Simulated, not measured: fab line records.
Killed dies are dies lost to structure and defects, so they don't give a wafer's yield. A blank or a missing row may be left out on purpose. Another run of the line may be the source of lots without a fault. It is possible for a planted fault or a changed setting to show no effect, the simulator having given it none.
Matching of chambers ; flow n5-finfet ; N5_BEOL_M11_ETCH_65 on rie-diel-04 has 4 sister chambers
The step etches SiARC in CF4, target depth 39 nm, time 65 s. 4 wafers are shown with their chamber, then 9 later ones without.

## EACH WAFER AND ITS CHAMBER
wafer;chamber;showerhead-plenum-p-Torr (Torr)
L084.4;3;2.21
L089.4;0;2.10
L091.4;1;2.13
L091.6;2;2.20

## WAFERS MISSING THEIR CHAMBER
wafer;showerhead-plenum-p-Torr (Torr)
L094.4;2.13
L094.5;2.19
L094.6;2.10
L097.1;2.19
L097.4;2.19
L097.5;2.20
L096.1;2.09
L096.2;2.19
L096.3;2.20

## CHAMBER TAKEN BY EACH
wafer;from the rows above;in truth
L094.4;1;1
L094.5;can't be placed: 2 or 3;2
L094.6;0;0
L097.1;can't be placed: 2 or 3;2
L097.4;can't be placed: 2 or 3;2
L097.5;can't be placed: 2 or 3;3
L096.1;0;0
L096.2;can't be placed: 2 or 3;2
L096.3;can't be placed: 2 or 3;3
3 of 9 placed correctly. Can't be placed from these rows: 6 (the true chamber is among the candidates in 6). Placed wrongly: 0.
How it was worked out, from the rows above alone: a wafer's distance from a chamber is the root of the sum, over the readings, of the square of ((its reading less the chamber's mean) divided by the reading's scatter). The wafer belongs to the nearest chamber; if the next one is less than 2 further off, it can't be placed. For every chamber, the mean is computed from those of its wafers that are shown. The scatter: with one shown wafer a chamber, the root of the mean of the squares of how far each hidden wafer lies from its nearest shown one.
